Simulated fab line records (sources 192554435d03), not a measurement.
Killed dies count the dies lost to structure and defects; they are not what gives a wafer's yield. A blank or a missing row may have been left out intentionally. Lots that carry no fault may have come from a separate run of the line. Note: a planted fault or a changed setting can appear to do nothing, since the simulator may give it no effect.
Matching of chambers / flow n5 finfet / 4 sister chambers for N5_BEOL_M0_SAQP_ETCH_88 on rie diel-06
The step etches underlayer in N2/H2, target depth 6.5 nm, time 5.2 s. 8 wafers are shown with their chamber, then 7 later ones without.

WAFERS, EACH WITH ITS CHAMBER
wafer=L081.6; chamber=1; showerhead plenum p Torr (Torr)=2.50; etch rf on time s (s)=5.36
wafer=L083.1; chamber=2; showerhead plenum p Torr (Torr)=2.68; etch rf on time s (s)=4.90
wafer=L083.2; chamber=0; showerhead plenum p Torr (Torr)=2.60; etch rf on time s (s)=5.24
wafer=L083.5; chamber=2; showerhead plenum p Torr (Torr)=2.67; etch rf on time s (s)=4.84
wafer=L087.4; chamber=1; showerhead plenum p Torr (Torr)=2.49; etch rf on time s (s)=5.34
wafer=L087.5; chamber=3; showerhead plenum p Torr (Torr)=2.33; etch rf on time s (s)=5.19
wafer=L094.2; chamber=3; showerhead plenum p Torr (Torr)=2.32; etch rf on time s (s)=5.19
wafer=L094.4; chamber=0; showerhead plenum p Torr (Torr)=2.59; etch rf on time s (s)=5.25

WAFERS WHOSE CHAMBER IS MISSING
wafer=L094.6; showerhead plenum p Torr (Torr)=2.32; etch rf on time s (s)=5.16
wafer=L095.1; showerhead plenum p Torr (Torr)=2.59; etch rf on time s (s)=5.29
wafer=L095.3; showerhead plenum p Torr (Torr)=2.67; etch rf on time s (s)=4.92
wafer=L095.5; showerhead plenum p Torr (Torr)=2.67; etch rf on time s (s)=4.91
wafer=L096.2; showerhead plenum p Torr (Torr)=2.66; etch rf on time s (s)=4.89
wafer=L096.4; showerhead plenum p Torr (Torr)=2.32; etch rf on time s (s)=5.17
wafer=L096.6; showerhead plenum p Torr (Torr)=2.66; etch rf on time s (s)=4.89

WHICH CHAMBER EACH WENT THROUGH
wafer=L094.6; from the rows above=3; in truth=3
wafer=L095.1; from the rows above=0; in truth=0
wafer=L095.3; from the rows above=2; in truth=2
wafer=L095.5; from the rows above=2; in truth=2
wafer=L096.2; from the rows above=2; in truth=2
wafer=L096.4; from the rows above=3; in truth=3
wafer=L096.6; from the rows above=2; in truth=2
Placed correctly: 7 of 7. From these rows, 0 cannot be placed. 0 placed wrongly.
How it was worked out, from the rows above alone: a wafer's distance from a chamber is the root of the sum, over the readings, of the square of ((its reading less the chamber's mean) divided by the reading's scatter). If the next closest chamber is less than 2 further off than the closest, the wafer can't be placed; otherwise it belongs to the closest. Each chamber's mean is taken over the wafers shown for it. The scatter: take each reading less its chamber's mean, square it, sum over the shown wafers, divide by the number of wafers less the number of chambers, and take the root.
